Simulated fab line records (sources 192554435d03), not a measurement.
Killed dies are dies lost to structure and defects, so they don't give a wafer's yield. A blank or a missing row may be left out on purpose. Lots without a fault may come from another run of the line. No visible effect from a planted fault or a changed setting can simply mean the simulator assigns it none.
fab line records	flow n5_finfet
record lots=5	wafers=15	last_day=17
route steps=1938 shown BEOL_M7@1297
lots untouched by any fault: they come from a run of this same line in which no faults occurred
start_h: the number of hours between the record's first day and the start of the first shown wafer of the lot	wait_h: time in hours since the lot's previous step	" same as the row above	L1.1+2: a single row standing in for several wafers	- no value, or no start was given	* or withheld: withheld	< > ~ a bound
route shown NAME@n: names a module that has steps shown in the file, with the first one's number in the route	usual: the fault-free wafers' mean and standard deviation	same: alike in all rows	chamber/n: place in a boat	sites: per-site readings	_std_site: the values' standard deviation	_edge_site: mean of outer sites minus mean of inner sites	radius_mm: how far each site lies from the wafer's centre	mask NAME#n: copy n	behind: the tool/chamber that last shaped the wafer	hold: cause of the lot's hold/its duration in hours/its outcome	device: transistor that didn't switch, given as n, p or np	end of line: at the end of the route, the tests of the same wafers	for a step that has no rows: nothing shown but its recipe	killed: count of dies lost to structure and defects at first sort (not the wafer's yield)	map: the dies of a wafer, with x for killed, . for not killed, _ for no die there
set.NAME: setting as actually run; set.NAME@STEP: the setting as run at that earlier step	model.NAME: the simulator's own value behind a step, which no gauge read
lots at selected steps of the route; one table per step, one row per wafer
services: a tool's chamber out of use, with start hour (start_h, from the record's first day; less than 0 if before it), hours out, and reason
## steps
# step N5_BEOL_M7_OVL_MEAS_29
# recipe points_per_wafer=522
# usual V6_OVL=-0.1/0.75
lot.wafer	tool	chamber	start_h	wait_h	V6_OVL[nm]
L581.1	overlay-01	0	271.37	0.0	0.3
L581.2	"	0	"	"	-0.1
L581.3	"	0	"	"	-0.8
L586.2	overlay-02	0	301.39	0.0	-0.4
L586.5	"	0	"	"	0.0
L586.6	"	0	"	"	-0.3
L588.2	overlay-02	0	321.57	0.0	-0.8
L588.5	"	0	"	"	-0.8
L588.6	"	0	"	"	-0.9
L589.2	overlay-01	0	325.09	0.0	0.2
L589.3	"	0	"	"	0.0
L589.5	"	0	"	"	-0.5
L580.1	overlay-01	0	335.19	0.0	0.2
L580.2	"	0	"	"	-0.2
L580.5	"	0	"	"	0.4
# step N5_BEOL_M7_INSPECT_30
# recipe mode=adi	inspect_instrument=brightfield
# usual raw_defect_count=404/97
lot.wafer	tool	chamber	start_h	wait_h	raw_defect_count
L581.1	defect_inspect-01	-	271.43	0.1	373
L581.2	"	-	"	"	391
L581.3	"	-	"	"	506
L586.2	defect_inspect-02	-	301.45	0.0	333
L586.5	"	-	"	"	285
L586.6	"	-	"	"	394
L588.2	defect_inspect-01	-	321.63	0.0	398
L588.5	"	-	"	"	305
L588.6	"	-	"	"	404
L589.2	defect_inspect-02	-	325.14	0.0	678
L589.3	"	-	"	"	600
L589.5	"	-	"	"	511
L580.1	defect_inspect-02	-	335.25	0.1	328
L580.2	"	-	"	"	291
L580.5	"	-	"	"	279
# step N5_BEOL_M7_DESCUM_33
# recipe chemistry=O2	time_s=7	source_power_w=50	bias_power_w=20	pressure_mtorr=20	rf_frequency_hz=2.712e+07	temp_c=40	resist=CAR-EUV	o2_flow_sccm=225
# usual drypump_motor_current_A=5.5/0.4	oes_product_au=0.80/0.11	rf_vpp_V=242.8/1.7	showerhead_plenum_p_Torr=2.08/0.084	throttle_valve_pct=20.46/0.29
lot.wafer	tool	chamber	start_h	wait_h	drypump_motor_current_A	oes_product_au	rf_hours_counter_h	rf_vpp_V	showerhead_plenum_p_Torr	throttle_valve_pct
L581.1	rie_diel-04	2	271.46	0.0	5.3	0.71	185	245.0	2.18	20.58
L581.2	"	0	"	"	5.8	0.89	39	242.2	2.07	20.30
L581.3	"	3	"	"	5.7	0.67	251	242.6	2.05	20.64
L586.2	rie_diel-04	0	301.75	0.3	5.8	0.88	51	241.5	2.06	20.34
L586.5	"	2	"	"	5.2	0.70	-	246.3	2.18	20.58
L586.6	"	1	"	"	6.3	0.96	-	245.5	2.23	20.20
L588.2	rie_diel-04	0	322.00	0.4	5.8	0.85	59	241.1	2.06	20.34
L588.5	"	0	"	"	5.8	0.85	-	243.0	2.06	20.33
L588.6	"	2	"	"	5.2	0.69	-	243.8	2.17	20.63
L589.2	rie_diel-06	3	325.39	0.2	5.4	0.71	213	242.9	2.01	20.99
L589.3	"	1	"	"	5.6	0.71	238	241.7	1.98	20.39
L589.5	"	0	"	"	4.9	0.82	-	240.8	2.05	20.33
L580.1	rie_diel-06	0	336.12	0.9	4.9	0.80	72	243.3	2.05	20.34
L580.2	"	3	"	"	5.4	0.71	217	241.5	2.01	21.00
L580.5	"	3	"	"	5.4	0.70	-	241.9	2.01	21.01
# step N5_BEOL_M7_ETCH_72
# recipe chemistry=N2/H2	target=underlayer	target_depth_a=65	mask_material=CAR-EUV	time_s=5.2	ion_energy_ev=200	pressure_mtorr=30	source_w=840	bias_w=150	n2_flow_sccm=200	h2_flow_sccm=200	ends=cleared
# step N5_BEOL_M7_ETCH_65
# recipe chemistry=CF4	target=SiARC	target_depth_a=156	mask_material=CAR-EUV	time_s=26	ion_energy_ev=80	pressure_mtorr=40	source_w=545	bias_w=36	Ar_flow_sccm=100	cf4_flow_sccm=100	ends=cleared
# step N5_BEOL_M7_ETCH_66
# recipe chemistry=N2/H2	target=SOC	target_depth_a=800	overetch_a=160	mask_material=SiARC	temp_c=40	time_s=120	ion_energy_ev=200	pressure_mtorr=30	source_w=840	bias_w=150	n2_flow_sccm=200	h2_flow_sccm=200
# usual drypump_motor_current_A=5.5/0.39	n2_flow_sccm=199.9/0.59	oes_product_au=0.61/0.077	rf_fwd_power_W=836.2/2.3	rf_vpp_V=523.2/2.9	showerhead_plenum_p_Torr=2.52/0.11	throttle_valve_pct=17.79/0.27
lot.wafer	tool	chamber	start_h	wait_h	drypump_motor_current_A	n2_flow_sccm	oes_product_au	rf_fwd_power_W	rf_hours_counter_h	rf_vpp_V	showerhead_plenum_p_Torr	throttle_valve_pct
L581.1	rie_diel-04	2	271.54	0.0	5.3	200.5	0.56	835.7	185	525.9	2.65	18.10
L581.2	"	0	"	"	5.8	200.2	0.68	838.6	39	523.5	2.49	17.58
L581.3	"	3	"	"	5.7	200.5	0.51	833.6	251	522.2	2.50	18.11
L586.2	rie_diel-04	0	301.83	0.0	5.8	199.2	0.66	833.4	51	523.5	2.49	17.59
L586.5	"	2	"	"	5.2	198.8	0.55	834.2	-	526.6	2.65	18.11
L586.6	"	1	"	"	6.3	200.3	0.72	835.3	-	527.5	2.72	17.73
L588.2	rie_diel-04	0	322.08	0.0	5.8	200.0	0.65	838.7	59	522.4	2.49	17.61
L588.5	"	0	"	"	5.8	198.8	0.66	837.8	-	520.9	2.49	17.60
L588.6	"	2	"	"	5.2	199.8	0.54	838.6	-	525.9	2.64	18.13
L589.2	rie_diel-06	3	325.47	0.0	5.4	200.7	0.54	832.4	213	520.8	2.41	18.16
L589.3	"	1	"	"	5.7	200.4	0.54	836.8	238	520.6	2.39	17.69
L589.5	"	0	"	"	4.9	199.3	0.63	835.4	-	522.5	2.48	17.60
L580.1	rie_diel-06	0	336.20	0.0	4.9	199.1	0.62	832.0	72	522.6	2.47	17.61
L580.2	"	3	"	"	5.4	200.7	0.54	835.9	217	520.8	2.41	18.18
L580.5	"	3	"	"	5.4	198.9	0.54	836.9	-	520.7	2.41	18.16
# step N5_BEOL_M7_STRIP_69
# recipe chemistry=N2/H2	temp_c=40	n2_flow_sccm=200	h2_flow_sccm=200	rf_frequency_hz=6e+07
# step N5_BEOL_M7_STRIP_73
# recipe chemistry=N2/H2	temp_c=40	n2_flow_sccm=200	h2_flow_sccm=200	rf_frequency_hz=6e+07
# step N5_BEOL_M7_VIA_ETCH_34
# recipe chemistry=C4F6/O2	target=SiCOH_lowk	target_depth_a=1255	mask_material=SOC	taper_deg=4	time_s=50.5	ion_energy_ev=250	pressure_mtorr=30	source_w=345	bias_w=185	Ar_flow_sccm=300	C4F6_flow_sccm=10	O2_flow_sccm=10
# step N5_BEOL_M7_STRIP_76
# recipe chemistry=C4F6/O2	resist=SiARC	rf_frequency_hz=6e+07
# step N5_BEOL_M7_STRIP_36
# recipe chemistry=N2/H2	power_w=450	temp_c=40	pressure_mtorr=20	rf_frequency_hz=6e+07	overash_fraction=0.3	bias_power_w=7	h2_frac=0.5	n2_flow_sccm=200	h2_flow_sccm=200
# usual drypump_motor_current_A=5.5/0.39	n2_flow_sccm=199.9/0.59	oes_product_au=0.80/0.11	rf_vpp_V=59.0/1.5	showerhead_plenum_p_Torr=2.51/0.11	throttle_valve_pct=23.64/0.27
lot.wafer	tool	chamber	start_h	wait_h	drypump_motor_current_A	n2_flow_sccm	oes_product_au	rf_hours_counter_h	rf_vpp_V	showerhead_plenum_p_Torr	throttle_valve_pct
L581.1	rie_diel-04	2	271.70	0.0	5.3	199.7	0.71	186	57.4	2.65	23.98
L581.2	"	0	"	"	5.8	199.4	0.89	39	61.6	2.49	23.47
L581.3	"	3	"	"	5.7	199.6	0.65	251	57.2	2.50	23.92
L586.2	rie_diel-04	0	301.98	0.0	5.8	201.1	0.89	51	59.2	2.49	23.52
L586.5	"	2	"	"	5.3	199.4	0.71	-	59.4	2.64	24.00
L586.6	"	1	"	"	6.3	199.2	0.97	-	59.4	2.71	23.74
L588.2	rie_diel-04	0	322.23	0.0	5.8	199.2	0.85	59	59.1	2.48	23.51
L588.5	"	0	"	"	5.8	200.0	0.85	-	58.9	2.48	23.52
L588.6	"	2	"	"	5.2	199.7	0.70	-	58.6	2.64	24.01
L589.2	rie_diel-06	3	325.62	0.0	5.4	199.5	0.71	213	60.9	2.41	23.91
L589.3	"	1	"	"	5.6	199.8	0.70	238	58.6	2.39	23.37
L589.5	"	0	"	"	4.9	199.2	0.82	-	59.0	2.47	23.45
L580.1	rie_diel-06	0	336.36	0.0	4.9	200.5	0.81	72	59.5	2.47	23.47
L580.2	"	3	"	"	5.4	199.5	0.70	217	55.5	2.41	23.92
L580.5	"	3	"	"	5.4	198.2	0.70	-	58.9	2.41	23.93
# step N5_BEOL_M7_TRENCH_ETCH_37
# recipe chemistry=C4F6/O2	target_depth_a=934.78	target=SiCOH_lowk	time_s=31.2	ion_energy_ev=250	pressure_mtorr=30	source_w=345	bias_w=185	Ar_flow_sccm=300	C4F6_flow_sccm=10	O2_flow_sccm=10
# usual O2_flow_sccm=10.001/0.03	drypump_motor_current_A=5.5/0.4	oes_product_au=0.80/0.11	rf_fwd_power_W=341.3/1.2	rf_vpp_V=668/12	showerhead_plenum_p_Torr=2.83/0.12	throttle_valve_pct=20.93/0.25
lot.wafer	tool	chamber	start_h	wait_h	O2_flow_sccm	drypump_motor_current_A	oes_product_au	rf_fwd_power_W	rf_hours_counter_h	rf_vpp_V	showerhead_plenum_p_Torr	throttle_valve_pct
L581.1	rie_diel-04	2	-	-	10.024	5.2	0.72	341.7	186	678	2.96	21.11
L581.2	"	0	"	"	10.001	5.8	0.89	341.7	39	645	2.80	20.72
L581.3	"	3	"	"	9.989	5.6	0.66	340.3	251	653	2.78	21.00
L586.2	rie_diel-04	0	-	-	9.952	5.8	0.88	340.6	51	644	2.79	20.73
L586.5	"	2	"	"	10.044	5.3	0.70	342.1	-	680	2.96	21.12
L586.6	"	1	"	"	9.962	6.3	0.97	341.9	-	659	3.05	20.86
L588.2	rie_diel-04	0	-	-	10.001	5.8	0.86	341.8	59	644	2.79	20.75
L588.5	"	0	"	"	9.994	5.8	0.86	342.2	-	646	2.79	20.73
L588.6	"	2	"	"	9.995	5.2	0.70	340.3	-	678	2.95	21.14
L589.2	rie_diel-06	3	-	-	9.962	5.3	0.71	340.9	213	672	2.71	21.34
L589.3	"	1	"	"	9.972	5.7	0.72	340.5	238	669	2.72	21.02
L589.5	"	0	"	"	10.005	4.9	0.81	340.6	-	678	2.77	20.70
L580.1	rie_diel-06	0	-	-	9.999	4.9	0.80	343.3	72	677	2.77	20.72
L580.2	"	3	"	"	10.007	5.3	0.71	341.6	217	671	2.71	21.35
L580.5	"	3	"	"	9.974	5.3	0.71	341.2	-	670	2.71	21.34
# step N5_BEOL_M7_ETCH_41
# recipe chemistry=CH3F/O2	target=SiCN	target_depth_a=319	taper_deg=2	time_s=57.8	ion_energy_ev=120	mask_material=TiN	pressure_mtorr=30	source_w=395	bias_w=75	Ar_flow_sccm=150	CH3F_flow_sccm=30	O2_flow_sccm=20
# usual O2_flow_sccm=20.01/0.058	drypump_motor_current_A=5.5/0.39	oes_product_au=0.80/0.11	rf_fwd_power_W=392.0/1.2	rf_vpp_V=296.8/1.7	showerhead_plenum_p_Torr=1.99/0.085	throttle_valve_pct=16.31/0.28
lot.wafer	tool	chamber	start_h	wait_h	O2_flow_sccm	drypump_motor_current_A	oes_product_au	rf_fwd_power_W	rf_hours_counter_h	rf_vpp_V	showerhead_plenum_p_Torr	throttle_valve_pct	model.etch.depth_nm
L581.1	rie_diel-04	2	271.77	-	20.02	5.2	0.72	392.4	186	297.8	2.09	16.51	21.36
L581.2	"	0	"	"	20.05	5.8	0.90	391.4	39	297.7	1.96	16.07	22.14
L581.3	"	3	"	"	19.93	5.6	0.67	388.4	251	298.6	1.95	16.51	22.16
L586.2	rie_diel-04	0	302.05	-	19.92	5.8	0.88	391.9	51	296.8	1.96	16.10	22.07
L586.5	"	2	"	"	19.97	5.3	0.70	391.5	-	299.1	2.08	16.53	21.18
L586.6	"	1	"	"	20.05	6.3	0.97	390.1	-	299.4	2.15	16.13	22.72
L588.2	rie_diel-04	0	322.30	-	19.99	5.7	0.85	392.4	59	295.1	1.96	16.10	21.57
L588.5	"	0	"	"	20.06	5.7	0.85	393.0	-	297.2	1.96	16.10	21.73
L588.6	"	2	"	"	20.10	5.2	0.64	297.0	-	327.1	2.08	16.54	18.88
L589.2	rie_diel-06	3	325.69	-	19.94	5.3	0.71	390.9	213	296.1	1.90	16.75	22.17
L589.3	"	1	"	"	19.96	5.7	0.71	393.4	239	295.2	1.91	16.40	22.23
L589.5	"	0	"	"	20.10	4.9	0.81	391.4	-	296.6	1.95	16.11	21.49
L580.1	rie_diel-06	0	336.43	-	20.05	4.9	0.80	391.5	72	297.3	1.95	16.14	21.19
L580.2	"	3	"	"	20.10	5.4	0.71	391.8	217	294.4	1.90	16.77	21.86
L580.5	"	3	"	"	20.12	5.4	0.71	391.7	-	295.4	1.90	16.78	21.83
# step N5_BEOL_M7_STRIP_80
# recipe chemistry=N2/H2	time_s=10	power_w=450	temp_c=40	pressure_mtorr=20	rf_frequency_hz=6e+07	bias_power_w=7	n2_flow_sccm=200	h2_flow_sccm=200
# usual drypump_motor_current_A=5.5/0.39	n2_flow_sccm=199.9/0.62	oes_product_au=0.80/0.11	rf_vpp_V=59.1/0.99	showerhead_plenum_p_Torr=2.51/0.11	throttle_valve_pct=23.64/0.27
lot.wafer	tool	chamber	start_h	wait_h	drypump_motor_current_A	n2_flow_sccm	oes_product_au	rf_hours_counter_h	rf_vpp_V	showerhead_plenum_p_Torr	throttle_valve_pct
L581.1	rie_diel-04	2	-	-	5.3	200.7	0.72	186	59.1	2.65	24.00
L581.2	"	0	"	"	5.8	200.3	0.90	39	59.6	2.49	23.48
L581.3	"	3	"	"	5.7	201.2	0.67	251	59.0	2.50	23.93
L586.2	rie_diel-04	0	-	-	5.8	200.4	0.87	51	58.6	2.49	23.48
L586.5	"	2	"	"	5.2	199.4	0.70	-	58.7	2.64	24.01
L586.6	"	1	"	"	6.3	200.9	0.96	-	60.7	2.72	23.75
L588.2	rie_diel-04	0	-	-	5.8	199.3	0.85	59	58.2	2.48	23.50
L588.5	"	0	"	"	5.8	199.9	0.86	-	58.8	2.48	23.50
L588.6	"	2	"	"	5.3	199.2	0.69	-	59.4	2.64	24.01
L589.2	rie_diel-06	3	-	-	5.4	200.9	0.71	213	59.0	2.41	23.93
L589.3	"	1	"	"	5.7	200.2	0.71	239	59.8	2.39	23.36
L589.5	"	0	"	"	4.9	199.3	0.82	-	59.0	2.47	23.46
L580.1	rie_diel-06	0	-	-	4.9	198.8	0.80	72	58.4	2.47	23.46
L580.2	"	3	"	"	5.4	200.5	0.70	217	58.9	2.41	23.94
L580.5	"	3	"	"	5.4	199.7	0.70	-	57.4	2.41	23.94
## services
tool	chamber	start_h	hours	kind
rie_diel-04	1	265.95	-	clean
rie_diel-04	1	265.95	-	consumable_replace:focus_ring
rie_diel-04	1	265.95	-	consumable_replace:showerhead
rie_diel-04	1	265.95	20.5	scheduled_down
rie_diel-04	1	265.95	20.5	vent_cycle
rie_diel-04	3	294.15	6.5	repair
rie_diel-04	3	300.66	-	clean
rie_diel-04	3	300.66	-	consumable_replace:focus_ring
rie_diel-04	3	300.66	27.3	scheduled_down
rie_diel-04	3	300.66	27.3	vent_cycle
rie_diel-06	2	324.33	-	clean
rie_diel-06	2	324.33	-	consumable_replace:focus_ring
rie_diel-06	2	324.33	21.0	scheduled_down
rie_diel-06	2	324.33	21.0	vent_cycle
rie_diel-06	3	331.95	2.6	repair
## key
first_sign step=N5_BEOL_M7_ETCH_41	reading=rf_fwd_power_W	direction=down	sigmas=78	usual=*	struck=*
effect step=N5_BEOL_M7_ETCH_41	reading=rf_vpp_V	direction=up	sigmas=18	usual=296.8	struck=327.1
model_effect step=N5_BEOL_M7_ETCH_41	value=etch.depth_nm	without=20.92	struck=18.88
met_at N5_BEOL_M7_ETCH_41
struck_wafers L588.6
onset_between 302.05 322.30
fault kind=process_parameter_drift	tool=rie_diel-04	chamber=2	onset_h=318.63	steps=N5_BEOL_M7_ETCH_41	channel=source_w	offset=-94.8	shape=step	end_h=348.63	acts_in=these_recipes_only	stated=395
